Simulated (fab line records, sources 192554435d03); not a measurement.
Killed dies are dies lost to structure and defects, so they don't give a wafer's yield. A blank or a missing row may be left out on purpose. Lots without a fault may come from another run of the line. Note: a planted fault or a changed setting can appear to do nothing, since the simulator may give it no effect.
A lot that was struck, set against a sound lot | flow n5_finfet | 16 out of 1938 route steps
Sound: wafers L380.1, L380.2, L380.3. Struck: wafer L400.5 (left out: L400.4, a lot-mate that was not struck); the cause follows at the end.
Per side, at each step with rows, come the tool, then ch with its chambers, and then its first start. Under that, the readings that differ: sound wafers | struck wafers | difference of the means | sigmas: that difference in standard deviations of wafers without a fault.
alike: readings whose means differ by less than 2 such deviations, and words and numbers that are the same on both sides. not compared: withheld readings, readings that some wafer has no value for, bounds like >300 that may hide the same value, and numbers for which the record gives no deviation and whose values overlap.
Wherever a step has rows on one side only, a row that says differs or no value, or a row with sigmas, the two part there. When numbers do not overlap yet have no deviation, they are printed without sigmas and do not part them. A reading that every wafer of one side lacks parts them only if that side has two wafers or more.

first, 1 step without rows for these wafers: N5_GATE_CUT_ETCH_36 (etches SiARC in CF4, target depth 13 nm, time 21.7 s).
N5_GATE_CUT_ETCH_37: etches SOC in N2/H2, target depth 60 nm, overetch 12 nm, time 90 s.
  sound on rie_diel-06 ch 0,2,3, day 5 01:17; struck on rie_diel-06 ch 1, day 9 18:10
  reading                         | sound             | struck | difference | sigmas
  oes_product_au (a.u.)           | 0.63 0.67 0.73    | 0.84   | +0.16      | +2
  rf_vpp_V (V)                    | 524.3 521.8 525.7 | 530.1  | +6.2       | +3
  showerhead_plenum_p_Torr (Torr) | 2.50 2.53 2.58    | 2.71   | +0.17      | +3
  alike: drypump_motor_current_A, rf_fwd_power_W, temp_c, throttle_valve_pct
  not compared: rf_hours_counter_h
then, 3 steps without rows for these wafers: N5_GATE_CUT_STRIP_38 (strips in N2/H2); N5_GATE_CUT_STRIP_39 (strips in N2/H2); N5_GATE_CUT_HM_OPEN_40 (chemistry C4F6/O2, target SiO2, target depth 139 nm, time 85.1 s).
N5_GATE_CUT_STRIP_41: strips in CF4.
  sound on rie_diel-06 ch 0,2,3, day 5 01:26; struck on rie_diel-06 ch 1, day 9 18:19
  reading                         | sound             | struck | difference | sigmas
  oes_product_au (a.u.)           | 0.168 0.179 0.185 | 0.219  | +0.042     | +2
  showerhead_plenum_p_Torr (Torr) | 1.77 1.78 1.82    | 1.90   | +0.11      | +3
  alike: drypump_motor_current_A, rf_fwd_power_W, rf_vpp_V, throttle_valve_pct
  not compared: rf_hours_counter_h
then, 2 steps without rows for these wafers: N5_GATE_CUT_STRIP_42 (strips in O2); N5_GATE_CUT_ETCH_19 (etches SiNx in CH3F/O2, target depth 53.7 nm, time 76.7 s).
N5_GATE_CUT_CUT_ETCH_53: etches W in SF6/Cl2, target depth 79.2 nm.
  sound on rie_metal-02 ch 0,1, day 5 01:35; struck on rie_metal-03 ch 1, day 9 18:30
  reading               | sound          | struck | difference | sigmas
  oes_product_au (a.u.) | 0.70 0.66 0.66 | 0.82   | +0.15      | +2
  alike: SF6_flow_sccm, drypump_motor_current_A, etch_rf_on_time_s, rf_fwd_power_W, throttle_valve_pct
  not compared: rf_hours_counter_h
then, 2 steps without rows for these wafers: N5_GATE_CUT_CUT_ETCH_54 (etches TiN in Cl2/BCl3, target depth 96.7 nm); N5_GATE_CUT_CUT_ETCH_55 (etches HfO2 in BCl3, target depth 3.2 nm).
N5_GATE_CUT_ETCH_47: etches SiO2 in Cl2/BCl3, target depth 10 nm.
  sound on rie_metal-02 ch 0,1, day 5 01:44; struck on rie_metal-03 ch 1, day 9 18:38
  reading            | sound       | struck | difference | sigmas
  rf_fwd_power_W (W) | 980 983 981 | 970    | -11        | -2
  alike: drypump_motor_current_A, oes_product_au, throttle_valve_pct
  not compared: rf_hours_counter_h
N5_GATE_CUT_VAPOR_ETCH_48: etches TiN in BCl3/Cl2.
  sound on rie_metal-02 ch 0,1, day 5 01:46; struck on rie_metal-03 ch 1, day 9 18:40
  reading               | sound          | struck | difference | sigmas
  oes_product_au (a.u.) | 0.77 0.74 0.73 | 1.29   | +0.54      | +7
  alike: drypump_motor_current_A
N5_GATE_CUT_VAPOR_ETCH_49: etches TiAlC in BCl3/Cl2.
  sound on rie_metal-02 ch 0,1, day 5 01:48; struck on rie_metal-03 ch 1, day 9 18:42
  alike: drypump_motor_current_A, oes_product_au
-- a jump in the record: the struck wafers' starts before and after are 4 days apart (it breaks off in module GATE_CUT and resumes in module BEOL_M4, where the first step shown is number 1111 of the route) --
N5_BEOL_M4_RC_MEAS_101:
  sound on prober-01 ch 0, day 8 08:14; struck on prober-02 ch 0, day 13 20:28
  reading       | sound          | struck | difference | sigmas
  DIBL_P (mV/V) | 37.7 36.8 38.9 | 34.6   | -3.2       | -2
  SS_P (mV/dec) | 73.6 73.5 74.4 | 71.6   | -2.2       | -4
  alike: DIBL_N, IOFF_N, IOFF_P, ION_N, ION_P, SS_N, VT_N, VT_P
then, 1 step without rows for these wafers: N5_PASSIVATION_PROBE_49.

== WHERE THEY PART ==
Earliest at N5_GATE_CUT_ETCH_37; latest, in this record, at N5_BEOL_M4_RC_MEAS_101.

WHY: the cause the simulator had injected
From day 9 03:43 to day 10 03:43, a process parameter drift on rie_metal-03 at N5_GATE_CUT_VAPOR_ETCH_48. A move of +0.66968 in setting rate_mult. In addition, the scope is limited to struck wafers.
